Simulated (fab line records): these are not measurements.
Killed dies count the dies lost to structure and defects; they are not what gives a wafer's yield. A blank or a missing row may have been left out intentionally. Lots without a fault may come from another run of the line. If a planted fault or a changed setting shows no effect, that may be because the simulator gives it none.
Struck lot and sound lot, side by side :: flow n5_finfet :: 39 out of 1938 route steps
Sound: these wafers, L524.3, L524.4, L524.5. Struck: wafer L530.2. (L530.6 of the same lot was not struck and is left out.) The cause comes at the end.
For every step that has rows: the tool of each side, followed by ch and its chambers, followed by its first start. Under that, the readings that differ: sound wafers :: struck wafers :: difference of the means :: sigmas: that difference in standard deviations of wafers without a fault.
alike: readings whose means differ by less than 2 such deviations, and words and numbers that are the same on both sides. not compared: withheld readings, readings that some wafer has no value for, bounds like >300 that may hide the same value, and numbers for which the record gives no deviation and whose values overlap.
Wherever a step has rows on one side only, a row that says differs or no value, or a row with sigmas, the two part there. Numbers that have no deviation but don't overlap get no sigmas and don't part them. A reading that every wafer of one side lacks parts them only if that side has two wafers or more.

first, 11 steps without rows for these wafers: N5_BEOL_M0_SAQP_DESCUM_19 (chemistry O2, time 7.9 s); N5_BEOL_M0_SAQP_ETCH_83 (etches SiARC in CF4, target depth 39 nm, time 65 s); N5_BEOL_M0_SAQP_ETCH_84 (etches SOC in N2/H2, target depth 100 nm, overetch 20 nm, time 150 s); N5_BEOL_M0_SAQP_STRIP_80 (strips in N2/H2); N5_BEOL_M0_SAQP_HM_OPEN_112 (chemistry CHF3/O2, target SiO2, stops on a-Si, target depth 12 nm, time 13.5 s); N5_BEOL_M0_SAQP_STRIP_113 (strips in CHF3/O2); N5_BEOL_M0_SAQP_MANDREL_ETCH_20 (etches a-Si in HBr/Cl2, stops on SiNx, target depth 60 nm, bt time 10 s, time 30 s); N5_BEOL_M0_SAQP_STRIP_86 (strips in N2/H2); N5_BEOL_M0_SAQP_STRIP_115 (strips in post etch residue remover, time 60 s); N5_BEOL_M0_SAQP_SRD_93 (time 30 s); N5_BEOL_M0_SAQP_RECESS_114 (chemistry HF/NH3, target SiO2, target depth 14.4 nm, afs cycles 3, sublimation time 60 s).
N5_BEOL_M0_SAQP_SPACER1_ALD_98: deposits SiO2, target thk 12.8 nm, pulse time 1 s, purge time 2 s.
  sound on ald_sin-01 ch 1,2, day 8 05:17; struck on ald_sin-01 ch 0, day 9 12:38
reading: ald_cycles
sound: 138 138 138
struck: 78
difference: -60
sigmas: 

reading: model.SiO2_of_BEOL_M0_SAQP_SPACER1_ALD_98.thk_nm (nm)
sound: 12.8 12.8 12.8
struck: 7.2
difference: -5.6
sigmas: 
  alike: heater_power_w, precursor_pulse_height_rel
then, 1 step without rows for these wafers: N5_BEOL_M0_SAQP_SPACER1_ETCHBACK_99 (etches SiO2 in CHF3/O2, target depth 15.4 nm, time 7.7 s).
N5_BEOL_M0_SAQP_MANDREL1_REMOVE_100: chemistry HBr/Cl2/O2, target a-Si, stops on SiNx, bt time 10 s.
  sound on rie_si-03 ch 0,2,3, day 8 05:53; struck on rie_si-02 ch 1, day 9 13:12
reading: model.BEOL_M0_SAQP.cd_nm (nm)
sound: 13 12.8 13
struck: 7.2
difference: -5.7
sigmas: 

reading: model.SiO2_of_BEOL_M0_SAQP_SPACER1_ALD_98.thk_nm (nm)
sound: 7.4 7.4 7.4
struck: 3.4
difference: -4.0
sigmas: 
  alike: drypump_motor_current_A, oes_product_au, throttle_valve_pct
  not compared: rf_hours_counter_h
N5_BEOL_M0_SAQP_CD_MEAS_25 targets a cd of 13.1 nm.
  sound on cd_sem-02 ch 0, day 8 06:00; struck on cd_sem-03 ch 0, day 9 13:19
reading: cd_nm (nm)
sound: 12.85 12.98 13.33
struck: 7.22
difference: -5.83
sigmas: -24
then, 22 steps without rows for these wafers: N5_BEOL_M0_SAQP_ETCH_101 (etches SiNx in CH3F/O2, target depth 29.9 nm, time 42.7 s); N5_BEOL_M0_SAQP_ETCH_102 (etches SiO2 in CF4, target depth 4 nm, time 4.4 s); N5_BEOL_M0_SAQP_MANDREL_ETCH_103 (etches a-Si in HBr/Cl2, stops on SiCN, target depth 45 nm, bt time 10 s, time 27 s); N5_BEOL_M0_SAQP_RECESS_104 (chemistry HF/NH3, target SiO2, target depth 18 nm, afs cycles 3, sublimation time 60 s); N5_BEOL_M0_SAQP_COAT_105 (time 60 s, resist thk 100 nm); N5_BEOL_M0_SAQP_ETCH_106 (etches SOC in N2/H2, stops on SiNx, target depth 150 nm); N5_BEOL_M0_SAQP_ETCH_107 (etches SiNx in CH3F/O2, target depth 30 nm); N5_BEOL_M0_SAQP_STRIP_108 (strips in N2/H2); N5_BEOL_M0_SAQP_RECESS_109 (chemistry HF/NH3, target SiO2, target depth 3 nm, afs cycles 1, sublimation time 60 s); N5_BEOL_M0_SAQP_SPACER2_ALD_26 (deposits SiO2, target thk 15 nm, pulse time 1 s, purge time 2 s); N5_BEOL_M0_SAQP_SPACER2_ETCHBACK_27 (etches SiO2 in CHF3/O2, target depth 22.5 nm, time 11.25 s); N5_BEOL_M0_SAQP_MANDREL2_REMOVE_110 (chemistry HBr/Cl2/O2, target a-Si, stops on SiCN, bt time 10 s); N5_BEOL_M0_SAQP_COAT_69 (time 60 s, resist thk 90 nm); N5_BEOL_M0_SAQP_COAT_72 (time 60 s, resist thk 15 nm); N5_BEOL_M0_SAQP_COAT_87 (time 60 s, resist thk 5 nm); N5_BEOL_M0_SAQP_COAT_34 (resist thk 30 nm); N5_BEOL_M0_SAQP_EBR_36; N5_BEOL_M0_SAQP_SOFTBAKE_35 (time 60 s); N5_BEOL_M0_SAQP_EXPOSE_37 (exposes mask M0 CUT1, target cd 30 nm); N5_BEOL_M0_SAQP_PEB_38 (peb time 60 s); N5_BEOL_M0_SAQP_DEVELOP_39 (develop time 30 s); N5_BEOL_M0_SAQP_DESCUM_45 (chemistry O2, time 7 s).
N5_BEOL_M4_RC_MEAS_101:
  the record has rows for the sound wafers here (prober-02 ch 0, day 10 20:01) and none for the struck ones
-- a jump in the record: the struck wafers' starts before and after are 8 days apart (it breaks off in module BEOL_M4 and resumes in module PASSIVATION, where the first step shown is number 1936 of the route) --
N5_PASSIVATION_PROBE_49:
  the record has rows for the struck wafers here (prober-01, day 17 13:33) and none for the sound ones

WHERE THEY PART
Earliest at N5_BEOL_M0_SAQP_CD_MEAS_25; latest, in this record, at N5_PASSIVATION_PROBE_49.

WHY: whatever the simulator had introduced
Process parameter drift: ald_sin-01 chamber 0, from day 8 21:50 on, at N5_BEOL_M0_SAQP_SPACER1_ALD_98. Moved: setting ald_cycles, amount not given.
